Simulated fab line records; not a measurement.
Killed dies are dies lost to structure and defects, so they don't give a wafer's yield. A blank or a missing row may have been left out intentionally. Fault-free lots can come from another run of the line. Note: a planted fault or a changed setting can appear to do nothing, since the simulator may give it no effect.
Matching of chambers	flow n5-finfet	pecvd-02 running N5_BEOL_M7_DEP_56: 3 sister chambers
The step deposits SiCN from 3MS/NH3, target thk 10 nm, time 17.5 s. 6 wafers are shown with their chamber, then 7 later ones without.

== WAFERS PAIRED WITH THEIR CHAMBERS ==
wafer	chamber	throttle-valve-pct (%)	showerhead-plenum-p-Torr (Torr)
L080.5	0	9.9	3.634
L082.6	2	8.3	3.673
L088.5	1	9.8	3.662
L088.6	2	8.2	3.679
L092.2	1	9.8	3.650
L092.4	0	10.1	3.642

== WAFERS MISSING THEIR CHAMBER ==
wafer	throttle-valve-pct (%)	showerhead-plenum-p-Torr (Torr)
L092.5	9.7	3.658
L095.2	8.7	3.675
L095.4	8.7	3.679
L095.5	9.6	3.672
L097.3	9.8	3.657
L097.4	9.6	3.662
L097.6	10.1	3.641

== WHICH CHAMBER EACH ONE RAN IN ==
wafer	from the rows above	in truth
L092.5	1	1
L095.2	2	2
L095.4	2	2
L095.5	1	1
L097.3	1	1
L097.4	1	1
L097.6	0	0
Correct placement for 7 of the 7. Can't be placed from these rows: 0. Placed wrongly: 0.
How it was worked out, from the rows above alone: a wafer's distance from a chamber is the root of the sum, over the readings, of the square of ((its reading less the chamber's mean) divided by the reading's scatter). The wafer belongs to the nearest chamber; if the next one is less than 2 further off, it can't be placed. The mean given for a chamber averages the wafers shown for that chamber. The scatter: take each reading less its chamber's mean, square it, sum over the shown wafers, divide by the number of wafers less the number of chambers, and take the root.
